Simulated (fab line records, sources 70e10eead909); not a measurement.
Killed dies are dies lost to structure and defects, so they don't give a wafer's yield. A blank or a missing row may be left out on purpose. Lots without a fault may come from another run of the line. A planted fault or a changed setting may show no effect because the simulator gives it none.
Which tool did it? | flow nand_harc | 24 lots, 72 wafers sampled, at 6 steps of a route of 1302

WHAT THE GAUGES READ, wafer by wafer
NHARC_P_GATE_OVL_MEAS_27. Usual: overlay_x_nm 0.3 nm, standard deviation 0.96; overlay_y_nm 0.2 nm, standard deviation 0.82.
lot  | measured     | on         | overlay_x_nm (nm) | overlay_y_nm (nm) | flag
L074 | day 4 23:43  | overlay-02 | 0.6 0.6 0.1       | -0.7 -0.8 -0.7    |
L075 | day 5 11:10  | overlay-02 | 0.6 0.0 0.4       | -1.3 -1.3 -1.1    |
L076 | day 6 01:29  | overlay-02 | 0.4 0.8 0.3       | 1.7 1.2 2.2       |
L077 | day 6 11:09  | overlay-02 | -0.2 0.0 -0.3     | -0.2 0.1 -0.2     |
L078 | day 6 21:34  | overlay-02 | 2.3 2.3 2.6       | -0.2 -0.5 0.1     |
L079 | day 7 01:08  | overlay-01 | -0.6 -0.7 -0.8    | -0.3 -0.6 0.0     |
L080 | day 7 09:14  | overlay-02 | 0.1 0.3 0.2       | 1.1 1.3 1.1       |
L081 | day 7 22:26  | overlay-01 | 1.8 1.2 1.0       | 1.0 1.0 1.0       |
L082 | day 8 13:41  | overlay-01 | -1.5 -1.4 -1.4    | 0.7 0.6 0.8       |
L083 | day 8 20:00  | overlay-01 | 0.4 0.4 0.3       | -1.3 -1.5 -1.7    |
L084 | day 9 11:54  | overlay-01 | -0.1 -0.4 -0.2    | 0.1 0.0 0.0       |
L085 | day 9 12:48  | overlay-01 | 1.1 1.0 1.1       | 0.1 -0.1 -0.4     |
L086 | day 9 22:22  | overlay-01 | 0.0 0.0 -0.2      | 0.1 0.5 -0.1      |
L087 | day 10 13:07 | overlay-02 | 0.2 0.7 0.7       | 0.7 0.2 1.0       |
L089 | day 11 04:49 | overlay-02 | 0.5 0.0 0.4       | 0.3 0.2 0.5       |
L088 | day 11 05:01 | overlay-02 | -0.2 0.3 0.1      | 0.6 0.6 0.8       |
L090 | day 11 14:36 | overlay-02 | 0.3 -0.1 -0.2     | 0.0 -0.2 -0.4     |
L091 | day 12 01:45 | overlay-02 | 0.7 1.3 1.4       | -0.5 0.0 0.2      |
L092 | day 12 10:11 | overlay-02 | 2.0 1.7 1.9       | 0.8 0.8 1.1       |
L093 | day 13 03:38 | overlay-01 | 1.2 0.3 0.2       | 0.5 0.8 0.9       |
L094 | day 13 08:13 | overlay-01 | 1.1 0.9 1.1       | 0.8 0.1 0.1       |
L095 | day 13 19:46 | overlay-02 | -0.8 -0.6 0.2     | 0.7 0.3 1.0       |
L096 | day 14 07:51 | overlay-01 | -0.9 -1.7 -1.3    | -1.1 -1.0 -1.1    |
L097 | day 14 15:19 | overlay-02 | -1.0 -1.3 -1.4    | 0.0 0.4 0.5       |

NHARC_P_CONTACT_OVL_MEAS_13. Usual: overlay_x_nm -0.1 nm, standard deviation 0.62; overlay_y_nm 0.1 nm, standard deviation 0.61.
lot  | measured     | on         | overlay_x_nm (nm) | overlay_y_nm (nm) | flag
L074 | day 5 19:53  | overlay-02 | -0.1 0.1 0.3      | -0.5 -0.9 -0.2    |
L075 | day 6 07:12  | overlay-01 | -0.4 -0.8 -0.2    | -0.3 -0.3 -0.3    |
L076 | day 6 21:28  | overlay-01 | 0.7 0.0 0.2       | 0.0 -0.1 0.1      |
L077 | day 7 07:22  | overlay-02 | -0.4 -0.5 0.0     | 0.4 0.0 0.1       |
L078 | day 7 17:35  | overlay-02 | -0.5 -0.7 -0.3    | -0.6 -0.6 -0.9    |
L079 | day 7 23:22  | overlay-02 | 0.3 -0.2 0.4      | 0.7 0.6 1.0       |
L080 | day 8 05:08  | overlay-01 | 0.3 0.3 0.3       | 0.0 0.0 -0.1      |
L081 | day 8 18:24  | overlay-01 | -0.5 -0.6 0.2     | -0.6 -0.1 -1.1    |
L082 | day 9 09:47  | overlay-02 | 0.0 0.4 0.2       | 0.5 0.6 0.4       |
L083 | day 9 16:00  | overlay-02 | -1.7 -1.3 -0.9    | 0.5 1.1 0.5       |
L084 | day 10 07:50 | overlay-02 | 0.5 -0.3 0.1      | 0.2 0.7 -0.5      |
L085 | day 10 09:06 | overlay-02 | 0.9 0.8 0.3       | 0.0 -0.3 -0.4     |
L086 | day 10 18:32 | overlay-02 | -1.6 -2.0 -1.8    | 0.5 -0.1 0.4      |
L087 | day 11 09:02 | overlay-02 | -1.1 -0.8 -0.6    | -0.5 -1.1 -1.3    |
L089 | day 12 01:03 | overlay-02 | -0.6 -0.9 -0.6    | -0.1 0.0 -0.4     |
L088 | day 12 01:46 | overlay-01 | 0.5 0.7 0.1       | -0.2 0.8 0.0      |
L090 | day 12 10:49 | overlay-02 | 0.3 0.6 0.7       | 0.3 0.7 0.4       |
L091 | day 12 21:50 | overlay-02 | -0.4 -0.4 0.5     | 0.9 0.1 1.0       |
L092 | day 13 06:33 | overlay-02 | -0.2 -0.7 -0.3    | 0.6 0.3 0.5       |
L093 | day 13 23:24 | overlay-01 | 0.0 0.1 -0.2      | 1.1 1.0 1.0       |
L094 | day 14 04:32 | overlay-01 | 0.3 0.3 -0.2      | -0.7 -1.1 -1.1    |
L095 | day 14 15:48 | overlay-01 | 0.6 0.8 0.4       | -0.1 0.2 -0.6     |
L096 | day 15 03:48 | overlay-02 | -0.9 0.1 -0.3     | 0.3 0.3 0.3       |
L097 | day 15 11:34 | overlay-02 | 0.3 -0.5 -0.3     | 0.4 0.5 0.0       |

NHARC_P_CONTACT_INSPECT_14. Usual: raw_defect_count 3.7, standard deviation 2.2.
lot  | measured     | on                | raw_defect_count | flag
L074 | day 5 19:55  | defect_inspect-02 | 2 2 5            |
L075 | day 6 07:14  | defect_inspect-01 | 4 3 5            |
L076 | day 6 21:30  | defect_inspect-01 | 5 7 7            |
L077 | day 7 07:24  | defect_inspect-01 | 3 4 3            |
L078 | day 7 17:38  | defect_inspect-02 | 6 2 3            |
L079 | day 7 23:24  | defect_inspect-01 | 2 1 1            |
L080 | day 8 05:11  | defect_inspect-01 | 4 4 4            |
L081 | day 8 18:26  | defect_inspect-01 | 1 5 3            |
L082 | day 9 09:49  | defect_inspect-02 | 2 2 3            |
L083 | day 9 16:02  | defect_inspect-02 | 4 2 2            |
L084 | day 10 07:52 | defect_inspect-01 | 2 4 3            |
L085 | day 10 09:08 | defect_inspect-02 | 4 4 5            |
L086 | day 10 18:34 | defect_inspect-01 | 3 3 5            |
L087 | day 11 09:05 | defect_inspect-02 | 5 6 5            |
L089 | day 12 01:05 | defect_inspect-02 | 0 1 3            |
L088 | day 12 01:48 | defect_inspect-01 | 2 3 9            |
L090 | day 12 10:51 | defect_inspect-01 | 2 6 2            |
L091 | day 12 21:52 | defect_inspect-01 | 5 4 4            |
L092 | day 13 06:35 | defect_inspect-01 | 3 5 8            |
L093 | day 13 23:26 | defect_inspect-01 | 4 5 3            |
L094 | day 14 04:34 | defect_inspect-02 | 7 6 0            |
L095 | day 14 15:50 | defect_inspect-02 | 2 2 1            |
L096 | day 15 03:50 | defect_inspect-01 | 4 4 1            |
L097 | day 15 11:36 | defect_inspect-02 | 1 5 2            |

WHICH TOOL RAN EACH LOT (tool, then ch and the chambers of the sampled wafers, then the start)
lot  | NHARC_P_GATE_DESCUM_13             | NHARC_P_GATE_DESCUM_31             | NHARC_P_GATE_DESCUM_93
L074 | rie_diel-10 ch 0,2,3, day 4 08:29  | rie_diel-10 ch 0,2,3, day 4 23:49  | rie_diel-10 ch 0,1,2, day 5 15:11
L075 | rie_diel-03 ch 0,1,2, day 4 19:57  | rie_diel-11 ch 0,1,3, day 5 11:16  | rie_diel-11 ch 0,3, day 6 02:39
L076 | rie_diel-10 ch 1,2, day 5 11:11    | rie_diel-03 ch 1,3, day 6 01:35    | rie_diel-11 ch 0,3, day 6 16:59
L077 | rie_diel-11 ch 0,1,3, day 5 16:11  | rie_diel-11 ch 0,1,3, day 6 11:17  | rie_diel-03 ch 2,3, day 7 02:45
L078 | rie_diel-10 ch 0,1,2, day 6 05:29  | rie_diel-03 ch 0,3, day 6 21:40    | rie_diel-11 ch 1,2, day 7 12:59
L079 | rie_diel-10 ch 0,1, day 6 11:12    | rie_diel-10 ch 0,3, day 7 01:14    | rie_diel-11 ch 1,3, day 7 18:45
L080 | rie_diel-11 ch 1,2, day 6 19:05    | rie_diel-10 ch 2,3, day 7 09:20    | rie_diel-03 ch 0,1, day 8 00:39
L081 | rie_diel-03 ch 0,1,2, day 7 06:40  | rie_diel-11 ch 1,2,3, day 7 22:32  | rie_diel-03 ch 0,2,3, day 8 13:48
L082 | rie_diel-10 ch 0,1,2, day 7 20:16  | rie_diel-11 ch 2,3, day 8 13:47    | rie_diel-03 ch 1,2,3, day 9 05:10
L083 | rie_diel-03 ch 1,2, day 8 03:30    | rie_diel-11 ch 2,3, day 8 20:05    | rie_diel-03 ch 0,1, day 9 11:22
L084 | rie_diel-11 ch 1,2, day 8 15:26    | rie_diel-10 ch 1,2,3, day 9 12:01  | rie_diel-10 ch 0,3, day 10 03:22
L085 | rie_diel-10 ch 0,1,3, day 8 20:02  | rie_diel-03 ch 1,2,3, day 9 12:54  | rie_diel-10 ch 0,2,3, day 10 04:28
L086 | rie_diel-10 ch 0,1,3, day 9 08:37  | rie_diel-11 ch 2,3, day 9 22:28    | rie_diel-03 ch 1,2, day 10 13:56
L087 | rie_diel-03 ch 0,1,3, day 9 20:50  | rie_diel-03 ch 0,1,3, day 10 13:14 | rie_diel-03 ch 0,1,2, day 11 04:27
L089 | rie_diel-11 ch 1,3, day 10 11:20   | rie_diel-03 ch 0,1,2, day 11 05:11 | rie_diel-10 ch 0,1,2, day 11 20:35
L088 | rie_diel-11 ch 0,1,3, day 10 11:30 | rie_diel-03 ch 0,2,3, day 11 05:14 | rie_diel-03 ch 0,2,3, day 11 21:05
L090 | rie_diel-03 ch 0,1, day 10 22:26   | rie_diel-11 ch 0,2, day 11 14:43   | rie_diel-11 ch 0,1,3, day 12 06:12
L091 | rie_diel-03 ch 1,2,3, day 11 10:41 | rie_diel-10 ch 0,1,2, day 12 01:51 | rie_diel-11 ch 0,1,3, day 12 17:11
L092 | rie_diel-10 ch 0,2, day 11 19:55   | rie_diel-11 ch 1,2,3, day 12 10:17 | rie_diel-11 ch 0,1,2, day 13 01:26
L093 | rie_diel-10 ch 0,3, day 12 08:37   | rie_diel-11 ch 0,2,3, day 13 03:45 | rie_diel-11 ch 0,2,3, day 13 18:55
L094 | rie_diel-10 ch 0,1, day 12 18:15   | rie_diel-11 ch 0,2,3, day 13 08:20 | rie_diel-03 ch 0,3, day 13 23:52
L095 | rie_diel-11 ch 0,2,3, day 13 04:25 | rie_diel-11 ch 0,1,2, day 13 19:52 | rie_diel-03 ch 1,2, day 14 11:05
L096 | rie_diel-10 ch 2,3, day 13 17:49   | rie_diel-10 ch 2,3, day 14 07:57   | rie_diel-03 ch 0,1,2, day 14 23:13
L097 | rie_diel-10 ch 1,2, day 13 23:46   | rie_diel-11 ch 0,2,3, day 14 15:26 | rie_diel-11 ch 0,2, day 15 06:43
- NHARC_P_GATE_DESCUM_13: chemistry O2, time 3 s.
- NHARC_P_GATE_DESCUM_31: chemistry O2, time 3 s.
- NHARC_P_GATE_DESCUM_93: chemistry O2, time 3 s.

WHAT THE TOOLS THEMSELVES READ (means of the sampled wafers that have a number; where no wafer has one, the mark that the record gives instead)
NHARC_P_GATE_DESCUM_13. Usual: chamber_pressure_mTorr 60.00 mTorr, standard deviation 0.049; drypump_motor_current_A 5.7 A, standard deviation 0.5; oes_product_au 1.005 a.u., standard deviation 0.0084; rf_vpp_V 58.0 V, standard deviation 0.89; showerhead_plenum_p_Torr 1.94 Torr, standard deviation 0.073; throttle_valve_pct 11.309 %, standard deviation 0.0087.
lot  | tool        | chamber_pressure_mTorr (mTorr) | drypump_motor_current_A (A) | oes_product_au (a.u.) | rf_vpp_V (V) | showerhead_plenum_p_Torr (Torr) | throttle_valve_pct (%) | flag
L074 | rie_diel-10 | 60.00                          | 5.9                         | 1.005                 | 58.2         | 1.99                            | 11.306                 |
L075 | rie_diel-03 | 59.99                          | 5.7                         | 1.005                 | 58.2         | 2.01                            | 11.310                 |
L076 | rie_diel-10 | 59.96                          | 6.1                         | 1.008                 | 57.7         | 1.92                            | 11.314                 |
L077 | rie_diel-11 | 59.99                          | 5.4                         | 0.996                 | 57.8         | 1.85                            | 11.307                 |
L078 | rie_diel-10 | 60.02                          | 6.1                         | 1.017                 | 58.3         | 1.95                            | 11.307                 |
L079 | rie_diel-10 | 60.00                          | 5.8                         | 1.007                 | 58.5         | 1.92                            | 11.320                 |
L080 | rie_diel-11 | 59.97                          | 5.6                         | 0.988                 | 57.9         | 1.93                            | 11.310                 |
L081 | rie_diel-03 | 60.00                          | 5.7                         | 1.010                 | 59.0         | 2.00                            | 11.306                 |
L082 | rie_diel-10 | 59.94                          | 6.1                         | 1.012                 | 58.6         | 1.95                            | 11.311                 |
L083 | rie_diel-03 | 60.00                          | 5.5                         | 1.002                 | 58.4         | 1.96                            | 11.312                 |
L084 | rie_diel-11 | 60.04                          | 5.6                         | 0.990                 | 58.6         | 1.92                            | 11.311                 |
L085 | rie_diel-10 | 59.96                          | 5.6                         | 1.008                 | 58.2         | 1.95                            | 11.306                 |
L086 | rie_diel-10 | 59.93                          | 5.7                         | 1.011                 | 57.3         | 1.95                            | 11.309                 |
L087 | rie_diel-03 | 60.01                          | 5.6                         | 1.003                 | 58.3         | 1.99                            | 11.312                 |
L089 | rie_diel-11 | 60.01                          | 5.3                         | 1.002                 | 58.4         | 1.88                            | 11.316                 |
L088 | rie_diel-11 | 59.98                          | 5.4                         | 1.002                 | 57.3         | 1.85                            | 11.316                 |
L090 | rie_diel-03 | 60.02                          | 5.8                         | 1.010                 | 58.2         | 2.04                            | 11.305                 |
L091 | rie_diel-03 | 60.01                          | 5.4                         | 1.003                 | 57.5         | 1.95                            | 11.319                 |
L092 | rie_diel-10 | 60.02                          | 6.3                         | 1.010                 | 58.2         | 1.98                            | 11.310                 |
L093 | rie_diel-10 | 60.00                          | 5.4                         | 1.004                 | 57.6         | 1.99                            | 11.315                 |
L094 | rie_diel-10 | 60.01                          | 6.0                         | 1.008                 | 58.8         | 1.97                            | 11.309                 |
L095 | rie_diel-11 | 59.99                          | 5.7                         | 1.001                 | 57.7         | 1.86                            | 11.314                 |
L096 | rie_diel-10 | 60.04                          | 6.0                         | 1.009                 | 58.1         | 1.96                            | 11.311                 |
L097 | rie_diel-10 | 60.01                          | 5.9                         | 1.013                 | 58.5         | 1.88                            | 11.300                 |

NHARC_P_GATE_DESCUM_31. Usual: chamber_pressure_mTorr 60.00 mTorr, standard deviation 0.053; drypump_motor_current_A 5.6 A, standard deviation 0.5; oes_product_au 1.003 a.u., standard deviation 0.0071; rf_vpp_V 57.8 V, standard deviation 0.92; showerhead_plenum_p_Torr 1.92 Torr, standard deviation 0.076; throttle_valve_pct 11.310 %, standard deviation 0.0078.
lot  | tool        | chamber_pressure_mTorr (mTorr) | drypump_motor_current_A (A) | oes_product_au (a.u.) | rf_vpp_V (V) | showerhead_plenum_p_Torr (Torr) | throttle_valve_pct (%) | flag
L074 | rie_diel-10 | 60.06                          | 5.9                         | 1.006                 | 58.6         | 1.99                            | 11.309                 |
L075 | rie_diel-11 | 60.02                          | 5.4                         | 1.006                 | 57.7         | 1.85                            | 11.315                 |
L076 | rie_diel-03 | 59.97                          | 5.4                         | 1.008                 | 57.3         | 1.94                            | 11.306                 |
L077 | rie_diel-11 | 59.99                          | 5.4                         | 0.999                 | 57.9         | 1.85                            | 11.316                 |
L078 | rie_diel-03 | 60.03                          | 5.4                         | 1.003                 | 57.9         | 2.01                            | 11.316                 |
L079 | rie_diel-10 | 60.04                          | 5.5                         | 1.015                 | 57.7         | 1.99                            | 11.314                 |
L080 | rie_diel-10 | 60.00                          | 6.0                         | 1.010                 | 58.7         | 1.96                            | 11.308                 |
L081 | rie_diel-11 | 59.99                          | 5.6                         | 0.999                 | 56.3         | 1.89                            | 11.296                 |
L082 | rie_diel-11 | 60.05                          | 6.0                         | 1.003                 | 58.3         | 1.85                            | 11.311                 |
L083 | rie_diel-11 | 59.99                          | 6.0                         | 0.998                 | 57.7         | 1.89                            | 11.315                 |
L084 | rie_diel-10 | 60.01                          | 5.7                         | 1.010                 | 57.7         | 1.92                            | 11.315                 |
L085 | rie_diel-03 | 59.94                          | 5.4                         | 1.006                 | 57.9         | 1.95                            | 11.311                 |
L086 | rie_diel-11 | 59.98                          | 6.0                         | 0.999                 | 58.5         | 1.89                            | 11.314                 |
L087 | rie_diel-03 | 60.06                          | 5.6                         | 1.008                 | 58.9         | 1.99                            | 11.315                 |
L089 | rie_diel-03 | 60.03                          | 5.7                         | 1.006                 | 58.8         | 2.00                            | 11.305                 |
L088 | rie_diel-03 | 60.04                          | 5.3                         | 0.999                 | 57.8         | 1.96                            | 11.311                 |
L090 | rie_diel-11 | 59.94                          | 5.6                         | 0.997                 | 58.1         | 1.90                            | 11.311                 |
L091 | rie_diel-10 | 60.00                          | 6.1                         | 0.999                 | 57.9         | 1.94                            | 11.304                 |
L092 | rie_diel-11 | 60.03                          | 5.6                         | 1.006                 | 57.8         | 1.88                            | 11.315                 |
L093 | rie_diel-11 | 60.04                          | 5.7                         | 1.003                 | 57.9         | 1.86                            | 11.313                 |
L094 | rie_diel-11 | 59.98                          | 5.7                         | 1.001                 | 58.4         | 1.86                            | 11.304                 |
L095 | rie_diel-11 | 60.06                          | 5.3                         | 1.003                 | 56.8         | 1.89                            | 11.305                 |
L096 | rie_diel-10 | 59.99                          | 5.9                         | 1.004                 | 58.2         | 1.96                            | 11.306                 |
L097 | rie_diel-11 | 59.98                          | 5.7                         | 1.000                 | 57.7         | 1.86                            | 11.308                 |

NHARC_P_GATE_DESCUM_93. Usual: chamber_pressure_mTorr 60.00 mTorr, standard deviation 0.056; drypump_motor_current_A 5.6 A, standard deviation 0.48; oes_product_au 1.004 a.u., standard deviation 0.0062; rf_vpp_V 57.9 V, standard deviation 0.9; showerhead_plenum_p_Torr 1.94 Torr, standard deviation 0.077; throttle_valve_pct 11.310 %, standard deviation 0.009.
lot  | tool        | chamber_pressure_mTorr (mTorr) | drypump_motor_current_A (A) | oes_product_au (a.u.) | rf_vpp_V (V) | showerhead_plenum_p_Torr (Torr) | throttle_valve_pct (%) | flag
L074 | rie_diel-10 | 60.00                          | 6.1                         | 1.012                 | 58.0         | 1.95                            | 11.301                 |
L075 | rie_diel-11 | 60.01                          | 5.4                         | 1.008                 | 56.3         | 1.83                            | 11.311                 |
L076 | rie_diel-11 | 59.96                          | 5.5                         | 1.003                 | 57.3         | 1.83                            | 11.315                 |
L077 | rie_diel-03 | 60.00                          | 5.1                         | 1.007                 | 57.1         | 1.93                            | 11.314                 |
L078 | rie_diel-11 | 60.03                          | 5.6                         | 1.003                 | 58.2         | 1.93                            | 11.309                 |
L079 | rie_diel-11 | 59.99                          | 5.7                         | 0.994                 | 57.5         | 1.84                            | 11.314                 |
L080 | rie_diel-03 | 59.98                          | 6.0                         | 1.007                 | 58.0         | 2.03                            | 11.315                 |
L081 | rie_diel-03 | 59.93                          | 5.3                         | 1.011                 | 57.6         | 1.97                            | 11.298                 |
L082 | rie_diel-03 | 59.96                          | 5.4                         | 1.004                 | 58.1         | 1.95                            | 11.315                 |
L083 | rie_diel-03 | 60.06                          | 6.0                         | 0.997                 | 57.9         | 2.03                            | 11.304                 |
L084 | rie_diel-10 | 60.05                          | 5.8                         | 1.004                 | 57.8         | 2.02                            | 11.307                 |
L085 | rie_diel-10 | 60.02                          | 5.9                         | 1.006                 | 57.9         | 1.99                            | 11.313                 |
L086 | rie_diel-03 | 59.99                          | 5.5                         | 1.000                 | 57.7         | 1.96                            | 11.312                 |
L087 | rie_diel-03 | 59.99                          | 5.7                         | 1.008                 | 58.7         | 2.00                            | 11.319                 |
L089 | rie_diel-10 | 60.01                          | 6.0                         | 1.005                 | 57.7         | 1.94                            | 11.315                 |
L088 | rie_diel-03 | 60.02                          | 5.3                         | 1.008                 | 58.3         | 1.96                            | 11.322                 |
L090 | rie_diel-11 | 60.00                          | 5.4                         | 1.009                 | 57.8         | 1.85                            | 11.307                 |
L091 | rie_diel-11 | 59.98                          | 5.4                         | 1.003                 | 57.6         | 1.85                            | 11.308                 |
L092 | rie_diel-11 | 60.01                          | 5.3                         | 1.006                 | 57.7         | 1.89                            | 11.308                 |
L093 | rie_diel-11 | 59.97                          | 5.7                         | 1.001                 | 57.5         | 1.86                            | 11.314                 |
L094 | rie_diel-03 | 59.99                          | 5.2                         | 1.004                 | 58.5         | 1.95                            | 11.312                 |
L095 | rie_diel-03 | 60.05                          | 5.8                         | 1.006                 | 58.1         | 1.99                            | 11.309                 |
L096 | rie_diel-03 | 59.96                          | 5.7                         | 1.003                 | 58.0         | 2.00                            | 11.305                 |
L097 | rie_diel-11 | 59.96                          | 5.4                         | 1.002                 | 58.0         | 1.87                            | 11.317                 |

THE ANSWER, worked out from the rows above alone
Rule: a lot is off if the mean of its wafers that have a number lies more than 3 standard deviations from the usual mean. A lot without any number at a reading at which 4 lots or more have one is off too. The other lots that the step has rows for count as sound. The gauges are gone through in route order, then the tools' own readings, and for those a lot's mean is taken as printed above. The first step at which some lot is off is used, and at that step the reading that is off furthest; a lot without a number counts as furthest.
No lot is off at any reading shown: from this, nothing can be told.

WHAT THE SIMULATOR HAD PUT IN
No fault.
